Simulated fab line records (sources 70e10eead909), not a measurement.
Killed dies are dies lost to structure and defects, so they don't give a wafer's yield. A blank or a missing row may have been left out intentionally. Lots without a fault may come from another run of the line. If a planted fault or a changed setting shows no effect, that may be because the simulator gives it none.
fab line records	flow nandHarc
record: lots: 6	wafers: 18	lastDay: 33
route steps=1302 shown A_STAIRCASE@734
lots with no fault: from the same line, run without faults
startH: the number of hours between the record's first day and the start of the first shown wafer of the lot	waitH: how many hours have passed since the lot's step before this one	" same as the row above	L1.1+2: a row that stands for several wafers	- value missing, or start not given	* or withheld: withheld	< > ~ a bound
route shown NAME@n: a module of which the file shows steps, and the number in the route of the first	usual: mean and standard deviation over wafers with no fault	same: alike in all rows	chamber/n: place in a boat	sites: the reading at each site	_std_site: the values' standard deviation	_edge_site: inner sites' mean taken away from outer sites' mean	radiusMm: how far each site lies from the wafer's centre	mask NAME#n: copy n	behind: the tool/chamber that last shaped the wafer	hold: cause of the lot's hold/its duration in hours/its outcome	device: which transistor (n, p or np) failed to switch	end of line: the same wafers' tests at the end of the route	a step given without rows: its recipe and nothing more	killed: the dies lost at the first sort to structure and to defects; this is not the yield of the wafer	map: dies across one wafer; x = killed, . = not, _ = none there
set.NAME: setting as actually run; set.NAME@STEP: the setting as run at that earlier step	model.NAME: the simulator's own value behind a step, which no gauge read
lots at some steps of the route; a table a step, a row a wafer
services: the hour from which a tool's chamber was out of use, counted from the record's first day as startH (under 0 if before that day), plus the number of hours and why
== steps ==
step: NHARC_A_STAIRCASE_TRIM_220
recipe: timeS: 211.2	o2FlowSccm: 500	arFlowSccm: 0	biasW: 0	chemistry: O2
step: NHARC_A_STAIRCASE_ETCH_221
recipe: targetDepthA: 1000	timeS: 40.5	ionEnergyEv: 400	c4f8FlowSccm: 20	o2FlowSccm: 10	arFlowSccm: withheld	rfW: 600	biasW: 1000	chemistry: C4F8/O2
usual: oesProductAu: 0.946/0.016	rfVppV: 893/4.1
lot.wafer	tool	chamber	startH	waitH	oesProductAu	rfHoursCounterH	rfVppV
L801.4	rieDiel-08	2	-	-	0.938	16	893
L801.3	"	3	"	"	0.941	14	894
L801.5	"	1	"	"	0.958	-	897
L808.3	rieDiel-08	1	-	-	0.942	42	897
L808.6	"	1	"	"	0.953	-	895
L808.5	"	2	"	"	0.943	-	894
L809.1	rieDiel-04	2	-	-	0.945	58	891
L809.2	"	0	"	"	0.975	60	904
L809.5	"	3	"	"	0.938	-	898
L816.4	rieDiel-04	2	-	-	0.939	14	891
L816.5	"	2	"	"	0.935	-	890
L816.6	"	3	"	"	0.941	-	899
L818.1	rieDiel-01	1	-	-	0.948	3	889
L818.3	"	1	"	"	0.941	-	891
L818.5	"	0	"	"	0.957	-	890
L817.3	rieDiel-04	2	-	-	0.928	18	891
L817.6	"	3	"	"	0.943	-	896
L817.5	"	0	"	"	0.941	-	901
step: NHARC_A_STAIRCASE_TRIM_222
recipe: timeS: 211.2	o2FlowSccm: 500	arFlowSccm: 0	biasW: 0	chemistry: O2
step: NHARC_A_STAIRCASE_ETCH_223
recipe: targetDepthA: 1000	timeS: 40.5	ionEnergyEv: 400	c4f8FlowSccm: 20	o2FlowSccm: 10	arFlowSccm: withheld	rfW: 600	biasW: 1000	chemistry: C4F8/O2
step: NHARC_A_STAIRCASE_TRIM_224
recipe: timeS: 211.2	o2FlowSccm: 500	arFlowSccm: 0	biasW: 0	chemistry: O2
usual: drypumpMotorCurrentA: 5.6/0.44	oesProductAu: 1.004/0.011	rfVppV: 57.6/0.86	showerheadPlenumPTorr: 3.44/0.11	throttleValvePct: 17.036/0.0094
lot.wafer	tool	chamber	startH	waitH	drypumpMotorCurrentA	oesProductAu	rfHoursCounterH	rfVppV	showerheadPlenumPTorr	throttleValvePct
L801.4	rieDiel-08	0	-	-	5.3	0.981	14	57.5	3.32	17.054
L801.3	"	1	"	"	5.8	0.982	17	58.1	3.55	17.035
L801.5	"	0	"	"	5.3	0.978	-	57.3	3.32	17.027
L808.3	rieDiel-08	2	-	-	5.9	0.993	40	57.6	3.44	17.032
L808.6	"	3	"	"	5.9	1.005	-	57.3	3.45	17.054
L808.5	"	0	"	"	5.3	1.007	-	57.0	3.31	17.038
L809.1	rieDiel-04	3	-	-	5.5	0.999	59	58.2	3.58	17.023
L809.2	"	0	"	"	5.2	1.022	60	59.0	3.71	17.048
L809.5	"	3	"	"	5.5	1.012	-	57.0	3.58	17.013
L816.4	rieDiel-04	0	-	-	5.2	1.013	16	58.7	3.70	17.042
L816.5	"	0	"	"	5.2	1.017	-	58.1	3.70	17.038
L816.6	"	1	"	"	5.5	1.029	-	57.4	3.42	17.049
L818.1	rieDiel-01	1	-	-	6.4	1.019	3	57.7	3.37	17.025
L818.3	"	0	"	"	5.0	1.021	-	57.6	3.34	17.034
L818.5	"	1	"	"	6.4	1.019	-	57.6	3.37	17.049
L817.3	rieDiel-04	1	-	-	5.5	1.023	19	58.9	3.42	17.045
L817.6	"	2	"	"	6.1	0.992	-	57.3	3.38	17.046
L817.5	"	3	"	"	5.4	1.006	-	57.7	3.56	17.043
step: NHARC_A_STAIRCASE_ETCH_225
recipe: targetDepthA: 1000	timeS: 40.5	ionEnergyEv: 400	c4f8FlowSccm: 20	o2FlowSccm: 10	arFlowSccm: withheld	rfW: 600	biasW: 1000	chemistry: C4F8/O2
usual: oesProductAu: 0.946/0.012	rfVppV: 892/4.2
lot.wafer	tool	chamber	startH	waitH	oesProductAu	rfHoursCounterH	rfVppV
L801.3	rieDiel-08	0	-	-	0.938	14	888
L801.4	"	3	"	"	0.929	14	895
L801.5	"	0	"	"	0.938	-	888
L808.3	rieDiel-08	0	-	-	0.942	42	887
L808.6	"	0	"	"	0.949	-	887
L808.5	"	1	"	"	0.954	-	897
L809.2	rieDiel-04	1	-	-	0.950	60	892
L809.1	"	2	"	"	0.926	59	892
L809.5	"	0	"	"	0.941	-	903
L816.4	rieDiel-04	3	-	-	0.956	15	898
L816.6	"	0	"	"	0.951	-	902
L816.5	"	1	"	"	0.952	-	893
L818.1	rieDiel-01	0	-	-	0.947	13	889
L818.3	"	1	"	"	0.955	-	889
L818.5	"	1	"	"	0.945	-	891
L817.3	rieDiel-04	0	-	-	0.963	20	901
L817.6	"	2	"	"	0.932	-	890
L817.5	"	3	"	"	0.957	-	897
step: NHARC_A_STAIRCASE_TRIM_226
recipe: timeS: 211.2	o2FlowSccm: 500	arFlowSccm: 0	biasW: 0	chemistry: O2
usual: drypumpMotorCurrentA: 5.6/0.42	oesProductAu: 1.003/0.011	rfVppV: 57.6/0.87	showerheadPlenumPTorr: 3.44/0.11	throttleValvePct: 17.036/0.0083
lot.wafer	tool	chamber	startH	waitH	drypumpMotorCurrentA	oesProductAu	rfHoursCounterH	rfVppV	showerheadPlenumPTorr	throttleValvePct
L801.3	rieDiel-08	3	-	-	5.9	0.999	14	57.6	3.46	17.057
L801.4	"	0	"	"	5.3	0.993	14	57.3	3.32	17.032
L801.5	"	3	"	"	5.9	0.983	-	57.1	3.46	17.034
L808.3	rieDiel-08	2	-	-	5.9	0.999	41	56.4	3.44	17.031
L808.5	"	1	"	"	5.8	0.992	-	58.2	3.53	17.043
L808.6	"	2	"	"	5.9	1.001	-	58.9	3.44	17.047
L809.1	rieDiel-04	3	-	-	5.4	0.993	59	57.8	3.58	17.037
L809.2	"	1	"	"	5.5	1.014	60	57.5	3.43	17.041
L809.5	"	3	"	"	5.4	1.005	-	58.1	3.58	17.029
L816.4	rieDiel-04	3	-	-	5.5	1.008	15	58.5	3.56	17.027
L816.5	"	3	"	"	5.5	1.006	-	57.8	3.56	17.046
L816.6	"	0	"	"	5.1	1.009	-	57.2	3.70	17.035
L818.1	rieDiel-01	1	-	-	6.4	1.013	3	57.8	3.37	17.027
L818.3	"	0	"	"	4.9	1.015	-	59.1	3.34	17.033
L818.5	"	1	"	"	6.4	1.022	-	56.7	3.37	17.031
L817.3	rieDiel-04	2	-	-	6.1	1.003	18	56.2	3.38	17.022
L817.5	"	0	"	"	5.1	1.009	-	59.8	3.69	17.034
L817.6	"	1	"	"	5.5	1.028	-	56.1	3.42	17.043
step: NHARC_A_STAIRCASE_ETCH_227
recipe: targetDepthA: 1000	timeS: 40.5	ionEnergyEv: 400	c4f8FlowSccm: 20	o2FlowSccm: 10	arFlowSccm: withheld	rfW: 600	biasW: 1000	chemistry: C4F8/O2
step: NHARC_A_STAIRCASE_TRIM_229
recipe: timeS: 211.2	o2FlowSccm: 500	arFlowSccm: 0	biasW: 0	chemistry: O2
usual: drypumpMotorCurrentA: 5.6/0.42	oesProductAu: 1.003/0.011	rfVppV: 57.5/0.82	showerheadPlenumPTorr: 3.45/0.12	throttleValvePct: 17.036/0.0088
lot.wafer	tool	chamber	startH	waitH	drypumpMotorCurrentA	oesProductAu	rfHoursCounterH	rfVppV	showerheadPlenumPTorr	throttleValvePct
L801.3	rieDiel-08	0	425.35	0.1	5.3	0.987	15	55.1	3.32	17.024
L801.4	"	2	"	"	5.9	0.986	17	57.8	3.46	17.044
L801.5	"	0	"	"	5.3	0.994	-	58.2	3.32	17.019
L808.3	rieDiel-04	3	498.71	0.1	5.4	1.009	55	56.9	3.58	17.023
L808.5	"	0	"	"	5.2	1.019	-	58.0	3.71	17.041
L808.6	"	1	"	"	5.5	1.023	-	57.0	3.44	17.041
L809.2	rieDiel-04	1	505.05	0.1	5.5	1.019	60	57.0	3.43	17.050
L809.1	"	0	"	"	5.1	1.010	60	58.7	3.71	17.045
L809.5	"	2	"	"	6.1	0.990	-	58.3	3.39	17.032
L816.4	rieDiel-04	0	586.13	0.2	5.1	1.005	16	57.9	3.70	17.043
L816.5	"	1	"	"	5.5	1.022	-	58.4	3.42	17.041
L816.6	"	2	"	"	6.1	1.010	-	56.3	3.38	17.041
L818.1	rieDiel-01	1	596.23	0.1	6.4	0.999	4	57.6	3.37	17.043
L818.3	"	1	"	"	6.4	1.016	-	57.9	3.37	17.030
L818.5	"	1	"	"	6.4	1.016	-	57.3	3.37	17.025
L817.3	rieDiel-04	1	596.75	0.1	5.5	1.030	19	57.8	3.42	17.034
L817.5	"	1	"	"	5.5	1.013	-	56.7	3.42	17.049
L817.6	"	2	"	"	6.1	1.002	-	57.3	3.38	17.044
step: NHARC_A_STAIRCASE_ETCH_230
recipe: targetDepthA: 1000	timeS: 40.5	ionEnergyEv: 400	c4f8FlowSccm: 20	o2FlowSccm: 10	arFlowSccm: withheld	rfW: 600	biasW: 1000	chemistry: C4F8/O2
step: NHARC_A_STAIRCASE_TRIM_231
recipe: timeS: 211.2	o2FlowSccm: 500	arFlowSccm: 0	biasW: 0	chemistry: O2
step: NHARC_A_STAIRCASE_ETCH_232
recipe: targetDepthA: 1000	timeS: 40.5	ionEnergyEv: 400	c4f8FlowSccm: 20	o2FlowSccm: 10	arFlowSccm: withheld	rfW: 600	biasW: 1000	chemistry: C4F8/O2
usual: oesProductAu: 0.948/0.015	rfVppV: 893/4.5
lot.wafer	tool	chamber	startH	waitH	oesProductAu	rfHoursCounterH	rfVppV
L801.3	rieDiel-08	0	426.27	-	0.925	15	888
L801.4	"	3	"	"	0.916	14	892
L801.5	"	0	"	"	0.928	-	889
L808.3	rieDiel-04	0	499.07	-	0.962	57	903
L808.5	"	3	"	"	1.286	-	897
L808.6	"	0	"	"	0.965	-	902
L809.1	rieDiel-04	1	505.48	-	0.951	60	893
L809.2	"	3	"	"	1.261	59	898
L809.5	"	0	"	"	1.265	-	903
L816.4	rieDiel-04	1	586.56	-	0.954	15	893
L816.5	"	2	"	"	0.937	-	891
L816.6	"	3	"	"	0.933	-	897
L818.1	rieDiel-01	1	596.91	-	0.940	4	891
L818.3	"	1	"	"	0.946	-	890
L818.5	"	0	"	"	0.950	-	889
L817.3	rieDiel-04	1	597.20	-	0.970	19	893
L817.6	"	0	"	"	0.944	-	903
L817.5	"	1	"	"	0.967	-	892
step: NHARC_A_STAIRCASE_TRIM_233
recipe: timeS: 211.2	o2FlowSccm: 500	arFlowSccm: 0	biasW: 0	chemistry: O2
== services ==
tool	chamber	startH	hours	kind
rieDiel-04	0	413.40	-	clean
rieDiel-04	1	413.40	-	clean
rieDiel-04	2	413.40	-	clean
rieDiel-04	3	413.40	-	clean
rieDiel-01	3	415.92	2.4	repair
rieDiel-04	0	437.90	-	clean
rieDiel-04	1	437.90	-	clean
rieDiel-04	2	437.90	-	clean
rieDiel-04	3	437.90	-	clean
rieDiel-04	0	462.51	-	clean
rieDiel-04	1	462.51	-	clean
rieDiel-04	2	462.51	-	clean
rieDiel-04	3	462.51	-	clean
rieDiel-04	0	487.04	-	clean
rieDiel-04	1	487.04	-	clean
rieDiel-04	2	487.04	-	clean
rieDiel-04	3	487.04	-	clean
rieDiel-04	-	532.03	9.0	pm
rieDiel-08	3	538.83	31.0	repair
rieDiel-08	-	545.11	9.0	pm
rieDiel-04	-	557.25	0.3	repair
rieDiel-01	-	557.91	9.0	pm
rieDiel-08	2	560.10	45.4	repair
rieDiel-01	2	588.88	10.9	repair
== key ==
firstSign: step: NHARC_A_STAIRCASE_ETCH_232	reading: oesProductAu	direction: up	sigmas: 22	usual: 0.948	struck: 1.271
effect none on later readings
metAt NHARC_A_STAIRCASE_ETCH_232
struckWafers L808.5,L809.2,L809.5
laterRowsLeftOut L808.5,L809.2,L809.5
sortLeftOut L808.5,L809.2,L809.5
testerLeftOut L808,L809
fault: kind: processParameterDrift	tool: rieDiel-04	chamber: -	onsetH: 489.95	steps: NHARC_A_STAIRCASE_ETCH_232	channel: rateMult	offset: 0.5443	shape: step	endH: 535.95	scope: struckWafersOnly
testerLeftOut: of these lots the tester's yield and bins aren't shown, on N5 and GAA mostly nor the transistor test; their killed dies are dies lost to structure and defects alone, not to doping, threshold or leakage, so they don't give the yield
sortLeftOut: the simulated sort isn't trusted on such a fault, so these wafers' sort isn't shown, and their yield isn't known
laterRowsLeftOut: the simulator's readings of these wafers behind a module that went badly wrong aren't trusted and aren't shown, but for the sort
